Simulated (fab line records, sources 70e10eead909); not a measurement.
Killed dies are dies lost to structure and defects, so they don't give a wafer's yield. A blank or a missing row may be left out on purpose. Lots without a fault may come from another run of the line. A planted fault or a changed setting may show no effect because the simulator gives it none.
Tool commonality check | flow nand_harc | 12 lots, 34 wafers sampled

WHY IT WAS OPENED
At NHARC_A_ONON_D1_INSPECT_32 the reading raw_defect_count is flagged on 2 of 12 lots. Wafers without a fault read 73, standard deviation 26.
Rule: a lot is flagged when every wafer of it that has a number lies more than 4 standard deviations from that mean, or none has a number. The other lots count as sound.

lot  | measured     | on                | raw_defect_count, wafer by wafer | flag
L217 | day 8 12:29  | defect_inspect-01 | 64 63 103                        |
L218 | day 8 20:17  | defect_inspect-02 | 56 76 83                         |
L221 | day 10 01:05 | defect_inspect-01 | 80 87 41                         |
L223 | day 11 10:02 | defect_inspect-01 | 66 52 50                         |
L225 | day 11 21:45 | defect_inspect-01 | 164 86 165                       |
L226 | day 12 03:55 | defect_inspect-01 | 67 81 82                         |
L227 | day 12 12:45 | defect_inspect-01 | 98 83 63                         |
L229 | day 13 15:54 | defect_inspect-01 | 65 77 44                         |
L237 | day 16 14:25 | defect_inspect-02 | 1111 1096                        | FLAGGED
L239 | day 17 08:32 | defect_inspect-01 | 969 972                          | FLAGGED
L238 | day 17 08:37 | defect_inspect-02 | 82 54 51                         |
L240 | day 18 03:17 | defect_inspect-01 | 67 67 47                         |
The numbers of the flagged lots are 1037 on average: +964 against the usual, or +37 standard deviations.

WHICH TOOL RAN EACH LOT
The record holds 2 process steps before the reading, out of a route of 1302 steps. In each cell: the tool, then ch and the chambers that the sampled wafers went through, then the start.
lot  | flag    | NHARC_P_BONDPAD_ACTIVATE_29        | NHARC_A_ONON_D1_DEP_33
L217 |         | rie_diel-10 ch 0,3, day 6 19:16    | pecvd-02 ch 1,2, day 8 12:03
L218 |         | rie_diel-10 ch 0,2,3, day 7 03:26  | pecvd-02 ch 0,1, day 8 19:54
L221 |         | rie_diel-01 ch 0,1,3, day 8 12:03  | pecvd-02 ch 0,1, day 10 00:38
L223 |         | rie_diel-10 ch 2,3, day 9 15:33    | pecvd-01 ch 0,1,2, day 11 09:33
L225 |         | rie_diel-05 ch 0,1,3, day 10 05:27 | pecvd-01 ch 0,2, day 11 21:16
L226 |         | rie_diel-10 ch 1,2, day 10 15:46   | pecvd-02 ch 1,2, day 12 03:23
L227 |         | rie_diel-10 ch 0,2,3, day 11 00:43 | pecvd-01 ch 1,2, day 12 12:15
L229 |         | rie_diel-01 ch 0,1,2, day 12 01:43 | pecvd-02 ch 0,1, day 13 15:29
L237 | FLAGGED | rie_diel-05 ch 3, day 15 02:31     | pecvd-02 ch 0, day 16 14:08
L239 | FLAGGED | rie_diel-01 ch 1, day 15 22:18     | pecvd-02 ch 0, day 17 08:08
L238 |         | rie_diel-10 ch 0,2,3, day 15 19:20 | pecvd-01 ch 0,1, day 17 08:10
L240 |         | rie_diel-05 ch 0,2,3, day 16 13:17 | pecvd-01 ch 0,1, day 18 02:49
What these steps do:
- NHARC_P_BONDPAD_ACTIVATE_29: chemistry N2, time 60 s.
- NHARC_A_ONON_D1_DEP_33: deposits SiO2, target thk 200 nm.
- NHARC_A_ONON_D1_INSPECT_32

FLAGGED OVER TOTAL, TOOL BY TOOL (the gauges that took the reading come last)
step                        | tool              | lots run | flagged | share of the flagged lots | sound lots run after its first flagged lot
NHARC_P_BONDPAD_ACTIVATE_29 | rie_diel-01       | 3        | 1       | some                      | 0
NHARC_P_BONDPAD_ACTIVATE_29 | rie_diel-05       | 3        | 1       | some                      | 1 (L240)
NHARC_P_BONDPAD_ACTIVATE_29 | rie_diel-10       | 6        | 0       | none                      | -
NHARC_A_ONON_D1_DEP_33      | pecvd-01          | 5        | 0       | none                      | -
NHARC_A_ONON_D1_DEP_33      | pecvd-02          | 7        | 2       | all                       | 0
NHARC_A_ONON_D1_INSPECT_32  | defect_inspect-01 | 9        | 1       | some                      | 1 (L240)
NHARC_A_ONON_D1_INSPECT_32  | defect_inspect-02 | 3        | 1       | some                      | 1 (L238)

WHAT THE TABLE ALLOWS
1 row of the table ran every flagged lot: pecvd-02 at NHARC_A_ONON_D1_DEP_33.
- pecvd-02 at NHARC_A_ONON_D1_DEP_33: 2 of its 7 lots flagged. Its last sound lot is L229 (day 13 15:29), its first flagged lot L237 (day 16 14:08): a fault that began between those two fits.
One tool is left: pecvd-02 at NHARC_A_ONON_D1_DEP_33.

WHAT THE SIMULATOR HAD PUT IN
Chamber particle source: pecvd-02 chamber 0, from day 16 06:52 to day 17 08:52, at NHARC_A_ONON_D1_DEP_33. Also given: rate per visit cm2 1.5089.
Lots struck among those shown: L237, L239. The rule above found the same.
